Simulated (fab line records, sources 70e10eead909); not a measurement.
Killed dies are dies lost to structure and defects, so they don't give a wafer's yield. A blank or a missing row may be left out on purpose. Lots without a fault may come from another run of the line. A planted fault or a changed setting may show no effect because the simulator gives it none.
fab line records | flow nand_harc
record lots=13 wafers=39 last_day=24
route steps=1159 shown THIN_TSV@1116 END@1159
lots that met no fault: from a run of the same line without faults
start_h: hours from the record's first day to the start of the lot's first wafer shown | wait_h: hours since the lot's step before | " the same as in the row above | L1.1+2: a row that stands for several wafers | - no value, or no start given | * or withheld: withheld | < > ~ a bound
route shown NAME@n: a module of which the file shows steps, and the number in the route of the first | usual: mean/standard deviation of fault-free wafers | same: alike in all rows | chamber/n: place in a boat | sites: the reading at each site | _std_site: their standard deviation | _edge_site: outer sites' mean less inner sites' | radius_mm: how far each site lies from the wafer's centre | mask NAME#n: copy n | behind: the tool/chamber that last shaped the wafer | hold: why the lot was held/for how many hours/how that ended | device: the transistor (n, p or np) that didn't switch | end of line: the same wafers' tests at the end of the route | a step without rows: its recipe alone | killed: dies lost to structure and defects at the first sort, not the wafer's yield | map: a wafer's dies, x killed, . not, _ none there
set.NAME: the setting as run; set.NAME@STEP: as run at that earlier step | model.NAME: the simulator's own value behind a step, which no gauge read
steps of the route over a sample of lots; a table a step, a row a wafer
services: from which hour (start_h, from the record's first day; less than 0 if before it) a tool's chamber was out of use, for how many hours, and why
## steps
# step NHARC_THIN_TSV_CD_MEAS_12
# recipe target_cd_nm=1000 landing_energy_ev=500
# usual cd_nm=1000.2/1.6
# columns lot.wafer tool chamber start_h wait_h cd_nm
L112.2 cd_sem-01 0 432.29 - 999.1
L112.3 " 0 " " 1001.4
L112.5 " 0 " " 998.3
L114.2 cd_sem-02 0 438.58 - 1002.8
L114.3 " 0 " " 999.6
L114.5 " 0 " " 997.2
L117.2 cd_sem-02 0 439.80 - 1001.1
L117.5 " 0 " " 999.2
L117.6 " 0 " " 1000.9
L116.3 cd_sem-03 0 449.11 - 1000.7
L116.4 " 0 " " 999.4
L116.5 " 0 " " 999.7
L121.3 cd_sem-03 0 500.22 - 1000.2
L121.4 " 0 " " 1002.2
L121.5 " 0 " " 996.8
L125.2 cd_sem-03 0 501.33 - 999.4
L125.5 " 0 " " 1000.2
L125.6 " 0 " " 999.0
L123.1 cd_sem-01 0 513.07 - 1000.1
L123.3 " 0 " " 999.2
L123.4 " 0 " " 1001.5
L126.1 cd_sem-03 0 520.09 - 1003.2
L126.2 " 0 " " 1003.3
L126.6 " 0 " " 1001.5
L127.2 cd_sem-02 0 528.13 - 1000.8
L127.5 " 0 " " 998.9
L127.6 " 0 " " 1001.9
L131.3 cd_sem-01 0 529.31 - 1002.0
L131.4 " 0 " " 1002.1
L131.5 " 0 " " 1000.2
L128.2 cd_sem-02 0 533.42 - 999.4
L128.3 " 0 " " 998.6
L128.6 " 0 " " 1001.7
L129.2 cd_sem-01 0 534.93 - 1002.4
L129.3 " 0 " " 1004.5
L129.6 " 0 " " 1001.3
L134.2 cd_sem-01 0 558.29 - 999.2
L134.5 " 0 " " 1000.0
L134.6 " 0 " " 1001.2
# step NHARC_THIN_TSV_DEP_47
# recipe target_thk_a=2000 temp_c=withheld pressure_torr=6.5 rf_w=900 teos_flow_sccm=161.4 flow_sccm=2650 target_thk_nm=200 gas=O2 material=SiO2
# usual throttle_valve_pct=15.8/0.53
# columns lot.wafer tool chamber start_h wait_h throttle_valve_pct
L112.2 pecvd-04 0 434.19 - 16.0
L112.3 " 1 " " 16.7
L112.5 " 1 " " 16.2
L114.3 pecvd-01 0 440.61 - 16.6
L114.2 " 1 " " 15.9
L114.5 " 2 " " 15.2
L117.2 pecvd-03 1 441.85 - 15.6
L117.6 " 2 " " 15.9
L117.5 " 0 " " 15.1
L116.3 pecvd-01 1 450.98 - 15.5
L116.4 " 1 " " 15.4
L116.5 " 2 " " 15.3
L121.3 pecvd-03 0 502.43 - 14.8
L121.4 " 2 " " 15.2
L121.5 " 0 " " 15.0
L125.2 pecvd-01 2 503.31 - 15.3
L125.5 " 2 " " 15.4
L125.6 " 0 " " 16.6
L123.3 pecvd-01 2 515.56 - 15.6
L123.1 " 1 " " 15.5
L123.4 " 0 " " 16.3
L126.1 pecvd-01 1 521.97 - 16.1
L126.2 " 2 " " 15.7
L126.6 " 1 " " 15.8
L127.2 pecvd-04 1 530.00 - 16.5
L127.6 " 1 " " 16.8
L127.5 " 2 " " 15.3
L131.3 pecvd-03 2 531.24 - 15.5
L131.5 " 1 " " 15.5
L131.4 " 2 " " 15.5
L128.2 pecvd-04 0 535.49 - 16.4
L128.3 " 1 " " 16.5
L128.6 " 2 " " 15.2
L129.2 pecvd-01 1 536.75 - 15.5
L129.3 " 0 " " 16.3
L129.6 " 1 " " 15.5
L134.2 pecvd-03 0 560.22 - 15.2
L134.5 " 1 " " 15.3
L134.6 " 0 " " 15.1
# step NHARC_THIN_TSV_ANNEAL_52
# recipe temp_c=225 time_s=90
# usual anneal_temp_c=225.00/0.19 anneal_temp_c_max=226.5/0.36 wafer_temp_C_max=225.98/0.28
# columns lot.wafer tool chamber start_h wait_h anneal_temp_c anneal_temp_c_max wafer_temp_C_max
L112.2 rtp_anneal-01 0 436.31 0.6 225.02 226.3 226.64
L112.3 " 0 " " 224.81 226.1 226.07
L112.5 " 0 " " 224.93 226.2 226.18
L114.2 rtp_anneal-02 0 442.74 0.7 225.12 226.7 225.91
L114.3 " 0 " " 224.62 226.5 225.51
L114.5 " 0 " " 225.05 226.5 225.70
L117.2 rtp_anneal-01 0 443.99 0.6 225.00 226.2 226.01
L117.5 " 0 " " 224.97 226.0 225.85
L117.6 " 0 " " 224.94 226.0 226.42
L116.3 rtp_anneal-01 0 453.15 0.4 224.86 226.2 226.22
L116.4 " 0 " " 224.79 226.4 226.49
L116.5 " 0 " " 225.07 226.2 226.11
L121.3 rtp_anneal-01 - 504.57 0.5 - - -
L121.4 " - " " - - -
L121.5 " - " " - - -
L125.2 rtp_anneal-01 - 505.56 0.7 - - -
L125.5 " - " " - - -
L125.6 " - " " - - -
L123.1 rtp_anneal-01 0 517.67 0.6 225.00 226.5 225.81
L123.3 " 0 " " 225.03 226.1 225.52
L123.4 " 0 " " 225.04 226.8 226.30
L126.1 rtp_anneal-01 0 524.08 0.6 224.91 226.2 225.91
L126.2 " 0 " " 225.01 226.2 225.50
L126.6 " 0 " " 225.16 226.5 226.21
L127.2 rtp_anneal-01 0 532.13 0.6 224.69 226.2 225.92
L127.5 " 0 " " 224.61 226.0 225.81
L127.6 " 0 " " 224.87 226.2 226.21
L131.3 rtp_anneal-02 0 533.54 0.4 224.90 226.5 225.82
L131.4 " 0 " " 225.16 226.9 225.98
L131.5 " 0 " " 224.73 226.2 225.75
L128.2 rtp_anneal-01 0 537.76 0.7 224.88 226.1 226.00
L128.3 " 0 " " 224.90 226.0 225.50
L128.6 " 0 " " 224.83 226.2 226.09
L129.2 rtp_anneal-01 0 538.92 0.6 225.06 226.7 225.97
L129.3 " 0 " " 224.88 226.2 225.56
L129.6 " 0 " " 225.02 226.0 225.99
L134.2 rtp_anneal-02 0 562.38 0.6 225.08 226.4 225.95
L134.5 " 0 " " 225.35 226.9 226.00
L134.6 " 0 " " 224.95 226.6 226.10
# step NHARC_THIN_TSV_CD_MEAS_33
# recipe target_cd_nm=5000 landing_energy_ev=500
# usual cd_nm=4999.4/1.9
# columns lot.wafer tool chamber start_h wait_h cd_nm
L112.2 cd_sem-02 0 438.09 - 4999.5
L112.3 " 0 " " 4999.5
L112.5 " 0 " " 5000.5
L114.2 cd_sem-02 0 444.67 - 5002.6
L114.3 " 0 " " 4997.9
L114.5 " 0 " " 5000.1
L117.2 cd_sem-01 0 445.90 - 4998.0
L117.5 " 0 " " 4998.9
L117.6 " 0 " " 5000.0
L116.3 cd_sem-02 0 455.00 - 4999.6
L116.4 " 0 " " 5004.0
L116.5 " 0 " " 5000.5
L121.3 cd_sem-02 0 506.44 - 5000.4
L121.4 " 0 " " 5002.6
L121.5 " 0 " " 4999.6
L125.2 cd_sem-03 0 507.45 - 5001.8
L125.5 " 0 " " 4999.7
L125.6 " 0 " " 4999.9
L123.1 cd_sem-02 0 519.61 - 4997.8
L123.3 " 0 " " 4999.1
L123.4 " 0 " " 4998.4
L126.1 cd_sem-03 0 525.91 - 5002.0
L126.2 " 0 " " 5003.5
L126.6 " 0 " " 5000.6
L127.2 cd_sem-02 0 534.02 - 4999.5
L127.5 " 0 " " 5002.3
L127.6 " 0 " " 4998.9
L131.3 cd_sem-01 0 535.38 - 5001.6
L131.4 " 0 " " 4998.7
L131.5 " 0 " " 5000.1
L128.2 cd_sem-02 0 539.53 - 4997.7
L128.3 " 0 " " 4995.3
L128.6 " 0 " " 4997.4
L129.2 cd_sem-02 0 540.81 - 4998.6
L129.3 " 0 " " 4999.9
L129.6 " 0 " " 4999.8
L134.2 cd_sem-01 0 564.29 - 4998.4
L134.5 " 0 " " 4999.3
L134.6 " 0 " " 5000.1
# step NHARC_END_SORT_01
# recipe temp_c=25
# usual defect_limited_yield=96.2/1.3 killed_at_array=21/8.9 killed_at_other=0.8/1.3 killed_at_periphery=3.6/2.4 killed_dies=26/8.9 killed_open=3.1/1.8 killed_short=1.9/1.3 sort_bin_2_pct=1.2/0.54 sort_bin_3_pct=0.21/0.17 sort_bin_4_pct=2.4/0.91 sort_n_pass=651/8.9 sort_rim_yield_pct=95.0/2.8 sort_yield_pct=96.2/1.3
# same gross_dies=677 sort_bin_5_pct[%]=0 sort_bin_6_pct[%]=0 sort_bin_7_pct[%]=0 sort_bin_8_pct[%]=0 sort_rim_n_gross=106.00
# columns lot.wafer tool chamber start_h wait_h defect_limited_yield[%] killed_at_array killed_at_other killed_at_periphery killed_dies killed_open killed_short sort_bin_2_pct[%] sort_bin_3_pct[%] sort_bin_4_pct[%] sort_n_pass sort_rim_yield_pct[%] sort_yield_pct[%]
L114.2 prober-02 0 454.66 2.8 95.4 28 0 3 31 1 4 1.2 0.30 3.1 646 92.5 95.4
L114.3 prober-02 0 455.46 3.1 96.5 24 0 0 24 5 1 0.6 0.30 2.7 653 96.2 96.5
L114.5 prober-02 0 457.04 3.7 94.5 36 0 1 37 3 0 2.4 0 3.1 640 93.4 94.5
L117.2 prober-01 0 454.86 2.8 97.6 14 0 2 16 0 2 0.7 0.15 1.5 661 95.3 97.6
L117.5 prober-01 0 457.30 3.8 97.6 14 0 2 16 1 0 0.7 0.15 1.5 661 91.5 97.6
L117.6 prober-01 0 458.11 4.1 94.5 29 2 6 37 5 3 1.5 0.30 3.7 640 91.5 94.5
L125.2 prober-01 0 516.52 2.8 97.3 15 0 3 18 5 0 1.0 0.15 1.5 659 95.3 97.3
L125.5 prober-01 0 518.93 3.7 97.3 8 1 9 18 2 1 0.7 0.44 1.5 659 95.3 97.3
L125.6 prober-01 0 519.74 4.0 96.9 8 7 6 21 2 0 1.2 0 1.9 656 97.2 96.9
L131.3 prober-01 0 544.93 3.1 93.6 40 0 3 43 5 2 2.1 0.30 4.0 634 92.5 93.6
L131.4 prober-01 0 545.72 3.4 95.3 30 0 2 32 5 3 1.0 0.59 3.1 645 99.1 95.3
L131.5 prober-01 0 546.52 3.7 96.3 25 0 0 25 2 2 0.9 0.15 2.7 652 93.4 96.3
L129.2 prober-01 0 551.88 2.8 96.2 22 0 4 26 5 1 1.3 0.59 1.9 651 93.4 96.2
L129.3 prober-01 0 552.69 3.1 95.6 28 0 2 30 3 2 1.5 0.15 2.8 647 99.1 95.6
L129.6 prober-01 0 555.10 4.0 96.6 20 0 3 23 1 3 0.9 0.15 2.4 654 96.2 96.6
L134.2 prober-01 0 572.86 2.8 96.8 18 0 4 22 1 2 0.6 0.30 2.4 655 94.3 96.8
L134.5 prober-01 0 575.27 3.7 96.9 15 0 6 21 2 2 1.3 0.30 1.5 656 98.1 96.9
L134.6 prober-01 0 576.08 4.0 96.5 21 0 3 24 5 0 1.2 0 2.4 653 95.3 96.5
# killed by level:class
L114.2 A_CHANNEL_HOLE_D1:chamber_film_flake=10 A_SLIT:chamber_film_flake=5 A_CONTACT:chamber_film_flake=5 A_STAIRCASE:chamber_film_flake=3 A_SOURCE_PLATE:geometric_particle:short=2 P_STI:chamber_film_flake=2 A_ONON_D1:geometric_particle:short=1 A_BLC:geometric_particle:open=1
L117.2 A_SLIT:chamber_film_flake=6 A_CONTACT:chamber_film_flake=3 P_M1:chamber_film_flake=2 A_CHANNEL_HOLE_D1:chamber_film_flake=2 A_SOURCE_PLATE:geometric_particle:short=1 A_CHANNEL_FILL_D1:geometric_particle:short=1 A_STAIRCASE:chamber_film_flake=1
L114.3 A_CHANNEL_HOLE_D1:chamber_film_flake=13 A_M0:geometric_particle:open=3 A_SLIT:chamber_film_flake=3 A_SOURCE_PLATE:geometric_particle:short=1 A_ONON_D1:geometric_particle:open=1 A_CONTACT:geometric_particle:open=1 A_STAIRCASE:chamber_film_flake=1 A_CONTACT:chamber_film_flake=1
L114.5 A_CHANNEL_HOLE_D1:chamber_film_flake=16 A_STAIRCASE:chamber_film_flake=6 A_SLIT:chamber_film_flake=5 A_CONTACT:chamber_film_flake=5 A_CHANNEL_FILL_D1:geometric_particle:open=1 A_BLC:geometric_particle:open=1 A_M0:geometric_particle:open=1 P_STI:chamber_film_flake=1
L117.5 A_CHANNEL_HOLE_D1:chamber_film_flake=4 A_SLIT:chamber_film_flake=4 A_STAIRCASE:chamber_film_flake=3 A_CONTACT:chamber_film_flake=2 A_ONON_D1:geometric_particle:open=1 P_ZERO_WELL:chamber_film_flake=1 P_M1:chamber_film_flake=1
L117.6 A_SLIT:chamber_film_flake=10 A_CONTACT:chamber_film_flake=6 A_STAIRCASE:chamber_film_flake=4 A_SOURCE_PLATE:geometric_particle:open=3 P_STI:chamber_film_flake=2 P_GATE:chamber_film_flake=2 P_M1:chamber_film_flake=2 THIN_TSV:chamber_film_flake=2
L125.2 A_CHANNEL_HOLE_D1:chamber_film_flake=4 A_STAIRCASE:chamber_film_flake=3 P_M2:chamber_film_flake=2 A_WL_FILL:chamber_film_flake=2 P_M1:geometric_particle:open=1 A_SOURCE_PLATE:geometric_particle:open=1 A_CHANNEL_FILL_D1:geometric_particle:open=1 A_WL_FILL:geometric_particle:open=1
L125.5 P_M2:chamber_film_flake=7 A_CHANNEL_HOLE_D1:chamber_film_flake=3 P_ZERO_WELL:chamber_film_flake=2 A_CONTACT:chamber_film_flake=2 A_CONTACT:geometric_particle:open=1 A_CONTACT:geometric_particle:short=1 A_M1:geometric_particle:open=1 HYBRID_BOND:chamber_film_flake=1
L125.6 HYBRID_BOND:chamber_film_flake=6 A_CHANNEL_HOLE_D1:chamber_film_flake=4 P_GATE:chamber_film_flake=3 P_CONTACT:geometric_particle:open=1 P_ZERO_WELL:chamber_film_flake=1 P_M2:chamber_film_flake=1 STARTING-WAFER:geometric_particle:open=1 A_ZERO_WELL:chamber_film_flake=1
L131.3 A_CHANNEL_HOLE_D1:chamber_film_flake=26 A_CONTACT:chamber_film_flake=3 A_SOURCE_PLATE:geometric_particle:short=2 A_CONTACT:geometric_particle:open=2 P_STI:chamber_film_flake=2 A_SGD_CUT:geometric_particle:open=1 A_WL_FILL:geometric_particle:open=1 A_M0:geometric_particle:open=1
L131.4 A_CHANNEL_HOLE_D1:chamber_film_flake=19 A_CONTACT:chamber_film_flake=2 A_ONON_D1:geometric_particle:open=1 A_CHANNEL_FILL_D1:geometric_particle:open=1 A_SGD_CUT:geometric_particle:open=1 A_CONTACT:geometric_particle:short=1 A_CONTACT:geometric_particle:open=1 A_BLC:geometric_particle:open=1
L131.5 A_CHANNEL_HOLE_D1:chamber_film_flake=18 A_CONTACT:chamber_film_flake=2 A_CHANNEL_FILL_D1:geometric_particle:short=1 A_WL_FILL:geometric_particle:short=1 A_CONTACT:geometric_particle:open=1 A_M0:geometric_particle:open=1 A_BLC:chamber_film_flake=1
L129.2 A_CHANNEL_HOLE_D1:chamber_film_flake=14 A_CONTACT:chamber_film_flake=3 P_CONTACT:geometric_particle:open=2 P_CONTACT:geometric_particle:short=1 A_CHANNEL_FILL_D1:geometric_particle:open=1 A_WL_FILL:geometric_particle:open=1 A_CONTACT:geometric_particle:open=1 P_GATE:chamber_film_flake=1
L129.3 A_CHANNEL_HOLE_D1:chamber_film_flake=21 A_CONTACT:chamber_film_flake=3 P_CONTACT:geometric_particle:open=2 A_SOURCE_PLATE:geometric_particle:short=1 A_ONON_D1:geometric_particle:open=1 A_WL_FILL:geometric_particle:short=1 A_STAIRCASE:chamber_film_flake=1
L129.6 A_CHANNEL_HOLE_D1:chamber_film_flake=15 A_STAIRCASE:chamber_film_flake=2 P_M0:geometric_particle:short=1 P_M0:geometric_particle:open=1 A_SGD_CUT:geometric_particle:short=1 A_M1:geometric_particle:short=1 P_GATE:chamber_film_flake=1 A_CONTACT:chamber_film_flake=1
L134.2 A_CHANNEL_HOLE_D1:chamber_film_flake=10 P_STI:chamber_film_flake=2 A_STAIRCASE:chamber_film_flake=2 A_SLIT:chamber_film_flake=2 A_CONTACT:chamber_film_flake=2 P_CONTACT:geometric_particle:short=1 P_M0:geometric_particle:open=1 A_M1:geometric_particle:short=1
L134.5 A_CONTACT:chamber_film_flake=6 P_STI:chamber_film_flake=4 A_CHANNEL_HOLE_D1:chamber_film_flake=4 P_STI:geometric_particle:short=1 P_GATE:geometric_particle:open=1 A_CHANNEL_FILL_D1:geometric_particle:open=1 A_WL_FILL:geometric_particle:short=1 A_ZERO_WELL:chamber_film_flake=1
L134.6 A_CHANNEL_HOLE_D1:chamber_film_flake=10 A_CONTACT:chamber_film_flake=4 P_GATE:geometric_particle:open=1 A_CHANNEL_FILL_D1:geometric_particle:open=1 A_WL_FILL:geometric_particle:open=1 A_BLC:geometric_particle:open=1 A_M1:geometric_particle:open=1 P_ZERO_WELL:chamber_film_flake=1
## services
# columns tool chamber start_h hours kind
pecvd-01 - 418.13 13.0 pm
pecvd-01 0 418.13 13.0 vent_cycle
pecvd-01 1 418.13 13.0 vent_cycle
pecvd-01 2 418.13 13.0 vent_cycle
pecvd-01 0 431.13 - clean
pecvd-01 1 431.13 - clean
pecvd-01 2 431.13 - clean
pecvd-04 - 452.11 0.3 repair
pecvd-03 - 473.19 13.0 pm
pecvd-03 0 473.19 13.0 vent_cycle
pecvd-03 1 473.19 13.0 vent_cycle
pecvd-03 2 473.19 13.0 vent_cycle
pecvd-01 1 473.60 7.0 repair
pecvd-04 - 473.98 2.5 repair
pecvd-03 0 486.19 - clean
pecvd-03 1 486.19 - clean
pecvd-03 2 486.19 - clean
pecvd-04 2 505.81 3.4 repair
pecvd-01 1 546.35 5.2 repair
pecvd-04 - 558.73 13.0 pm
pecvd-04 0 558.73 13.0 vent_cycle
pecvd-04 1 558.73 13.0 vent_cycle
pecvd-04 2 558.73 13.0 vent_cycle
## key
first_sign step=NHARC_THIN_TSV_ANNEAL_52 reading=tool_record direction=missing
effect none on later readings
met_at NHARC_THIN_TSV_ANNEAL_52
struck_lots L121,L125
not_acting_at NHARC_THIN_TSV_CD_MEAS_12,NHARC_THIN_TSV_DEP_47,NHARC_THIN_TSV_CD_MEAS_33
onset_between 453.15 504.57
fault kind=skipped_step_whole tool=rtp_anneal-01 chamber=- onset_h=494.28 steps=NHARC_THIN_TSV_ANNEAL_52 scope=struck_lots_only
